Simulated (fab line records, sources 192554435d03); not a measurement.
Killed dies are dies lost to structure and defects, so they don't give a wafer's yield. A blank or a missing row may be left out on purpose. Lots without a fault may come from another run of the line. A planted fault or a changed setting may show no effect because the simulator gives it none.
Split-lot experiment | flow n5_finfet | 7 lots, 21 wafers read, on a route of 1938 steps

THE SPLIT
At N5_BEOL_M9_EXPOSE_25 (exposes mask V8), the setting dose_mj was moved away from the recipe's 37.25 on 6 of the 21 wafers read, by -5.4% to +2.6%. The other wafers ran this setting at the recipe's value.

FROM THE SPLIT TO THE READING: what the file shows between them, 2 steps
- N5_BEOL_M9_PEB_26: peb time 60 s
- N5_BEOL_M9_DEVELOP_27: develop time 30 s

THE READING
cd_nm, in nm, at N5_BEOL_M9_CD_MEAS_28 (target cd 70 nm). Fault-free wafers of this fab line usually give 70.02 nm, standard deviation 0.24 nm.

wafer  | tool, chamber at the split | dose_mj as run | against the recipe | cd_nm, nm | against lot-mates on the recipe
L076.1 | euv_scanner-02, 0          | 37.25          | recipe             | 69.80     | -
L076.2 | euv_scanner-02, 0          | 37.25          | recipe             | 70.08     | -
L076.6 | euv_scanner-02, 0          | 38.22          | +2.6%              | 70.38     | +0.44
L082.2 | euv_scanner-02, 0          | 37.25          | recipe             | 69.82     | -
L082.3 | euv_scanner-02, 0          | 37.25          | recipe             | 69.66     | -
L082.4 | euv_scanner-02, 0          | 37.25          | recipe             | 69.74     | -
L089.2 | euv_scanner-01, 0          | 37.25          | recipe             | 69.83     | -
L089.3 | euv_scanner-01, 0          | 37.25          | recipe             | 69.68     | -
L089.5 | euv_scanner-01, 0          | 37.25          | recipe             | 69.73     | -
L087.2 | euv_scanner-01, 0          | 37.25          | recipe             | 69.77     | -
L087.3 | euv_scanner-01, 0          | 37.25          | recipe             | 70.23     | -
L087.6 | euv_scanner-01, 0          | 37.25          | recipe             | 70.37     | -
L092.1 | euv_scanner-01, 0          | 36.34          | -2.4%              | 69.18     | -0.56
L092.3 | euv_scanner-01, 0          | 37.25          | recipe             | 69.74     | -
L092.6 | euv_scanner-01, 0          | 36.34          | -2.4%              | 69.15     | -0.59
L094.1 | euv_scanner-01, 0          | 36.14          | -3.0%              | 69.34     | -0.41
L094.3 | euv_scanner-01, 0          | 37.25          | recipe             | 69.84     | -
L094.4 | euv_scanner-01, 0          | 37.25          | recipe             | 69.67     | -
L097.1 | euv_scanner-02, 0          | 37.25          | recipe             | 69.79     | -
L097.3 | euv_scanner-02, 0          | 35.25          | -5.4%              | 68.29     | -1.50
L097.5 | euv_scanner-02, 0          | 35.25          | -5.4%              | 68.64     | -1.15

THE FIT
A straight line over all 21 wafers: cd_nm changes by +0.246 nm for each +1% of dose_mj; r = +0.92; the points scatter about the line by 0.2 nm.
The same after taking each lot's own level away (the mean of its wafers on the recipe; 21 wafers): +0.226 nm for each +1%; r = +0.94; scatter 0.15 nm.
On that fit, the largest move of dose_mj shifts the reading by 1.2 nm.
The lots' own levels span 69.740 to 70.123 nm, that is 1.6 times the standard deviation above.
So the lot-to-lot level changes the slope little: the two slopes agree.
Check: with one of the wafers moved furthest among these (-5.4%) left out of the fit, the line predicts -1.08 nm for it against its lot-mates. It came out at -1.5 nm against them.

THE FILE'S OWN FIT
cd_nm changes by +0.217 nm for each +1% of dose_mj, r = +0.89.
